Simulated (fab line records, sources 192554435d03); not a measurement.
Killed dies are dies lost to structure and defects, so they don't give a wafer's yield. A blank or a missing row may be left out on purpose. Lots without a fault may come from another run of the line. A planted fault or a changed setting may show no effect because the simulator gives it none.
Chamber matching | flow n5_finfet | N5_BEOL_M1_DEP_57 on pecvd-04: 3 sister chambers
The step deposits SiCN from 3MS/NH3, target thk 8 nm, time 14 s. 6 wafers are shown with their chamber, then 7 later ones without.

WAFERS WITH THEIR CHAMBER
wafer  | chamber | throttle_valve_pct (%) | showerhead_plenum_p_Torr (Torr)
L077.3 | 1       | 9.8                    | 3.666
L079.2 | 1       | 9.9                    | 3.665
L079.6 | 2       | 9.0                    | 3.691
L084.5 | 2       | 9.3                    | 3.688
L086.2 | 0       | 9.0                    | 3.670
L086.4 | 0       | 9.0                    | 3.675

WAFERS WITHOUT THEIR CHAMBER
wafer  | throttle_valve_pct (%) | showerhead_plenum_p_Torr (Torr)
L086.5 | 8.8                    | 3.673
L091.1 | 8.5                    | 3.677
L091.2 | 9.6                    | 3.674
L091.3 | 9.2                    | 3.661
L094.1 | 8.2                    | 3.674
L094.2 | 9.6                    | 3.669
L094.6 | 9.6                    | 3.670

WHICH CHAMBER EACH WENT THROUGH
wafer  | from the rows above     | in truth
L086.5 | 0                       | 0
L091.1 | 0                       | 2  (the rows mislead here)
L091.2 | can't be placed: 1 or 0 | 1
L091.3 | can't be placed: 0 or 1 | 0
L094.1 | 0                       | 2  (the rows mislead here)
L094.2 | 1                       | 1
L094.6 | 1                       | 1
Placed correctly: 3 of 7. Can't be placed from these rows: 2 (the true chamber is among the candidates in 2). Placed wrongly: 2.
How it was worked out, from the rows above alone: a wafer's distance from a chamber is the root of the sum, over the readings, of the square of ((its reading less the chamber's mean) divided by the reading's scatter). The wafer belongs to the nearest chamber; if the next one is less than 2 further off, it can't be placed. A chamber's mean is the mean of its shown wafers. The scatter: the root of (the sum of the squares of (reading less its chamber's mean) over the shown wafers, divided by (wafers less chambers)).
